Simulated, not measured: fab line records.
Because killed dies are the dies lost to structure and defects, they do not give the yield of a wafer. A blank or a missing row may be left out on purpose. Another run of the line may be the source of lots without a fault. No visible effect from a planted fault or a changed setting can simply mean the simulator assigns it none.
A single fault, viewed from 2 desks + flow n5 finfet + only its own numbers are on each desk; what lay behind them is given at the end

## AT THE TOOL OWNER'S DESK: litho track-04
The tool's own readings at N5_BEOL_M6_COAT_71 (time 60 s, resist thk 5 nm): means of the sampled wafers that have a number, for each lot that ran on this tool. If a lot's mean is further than 4 standard deviations from the usual mean, the lot is out of limits and carries the mark OUT (the distance appears in the brackets).
Columns: A = chill plate temp C at N5_BEOL_M6_COAT_71, usual 23.01 C; B = spin speed rpm at N5_BEOL_M6_COAT_71, usual 1499.9 rpm
| lot  | first seen here | A     | B                |
|------|-----------------|-------|------------------|
| L326 | day 11 08:17    | 23.07 | 1500.1           |
| L325 | day 11 14:01    | 22.93 | 1500.5           |
| L332 | day 12 17:31    | 22.98 | 1499.4           |
| L334 | day 13 14:27    | 23.11 | 1499.4           |
| L336 | day 13 22:27    | 23.08 | 1499.6           |
| L335 | day 14 16:02    | 23.12 | 1500.2           |
| L341 | day 16 02:23    | 22.99 | 1413.5 (-93) OUT |
| L343 | day 16 19:51    | 22.99 | 1414.2 (-92) OUT |
This desk's finding: out of limits on L341, L343; first on L341, day 16 02:23 (spin speed rpm at N5_BEOL_M6_COAT_71). L326, L325, L332, L334, L336, L335 stayed within limits.

## THE DEFECT DESK
For each lot, the counts of the inspections along the route, averaged over the sampled wafers that have a number. If a lot's mean is further than 4 standard deviations from the usual mean, the lot is out of limits and carries the mark OUT (the distance appears in the brackets).
Columns: A = raw defect count at N5_BEOL_M5_INSPECT_58, usual 74
| lot  | first seen here | A   |
|------|-----------------|-----|
| L326 | day 11 02:27    | 103 |
| L325 | day 11 07:14    | 38  |
| L327 | day 11 22:54    | 92  |
| L332 | day 12 14:02    | 76  |
| L330 | day 13 01:23    | 46  |
| L334 | day 13 11:07    | 76  |
| L333 | day 13 12:20    | 62  |
| L336 | day 13 18:11    | 131 |
| L335 | day 14 11:25    | 65  |
| L341 | day 15 22:37    | 69  |
| L343 | day 16 08:58    | 85  |
| L347 | day 17 02:39    | 56  |
This desk found nothing out of limits on any of the 12 lots.

## ALL TOGETHER
On L341, L343, at day 16 02:23, an alarm was possible from the tool owner's desk.
No out-of-limits result turned up at the defect desk.
The defect desk has L341, L343 on record, within its limits.
All the named lots went through N5_BEOL_M6_COAT_71 on litho track-04.

## WHAT WAS PUT IN BY THE SIMULATOR
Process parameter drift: litho track-04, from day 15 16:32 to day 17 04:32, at N5_BEOL_M6_COAT_71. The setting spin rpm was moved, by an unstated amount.
Shown lots that were struck: L341, L343.
Delay in hours, fault start to first out-of-limits reading, by desk: the tool owner's desk at 10.
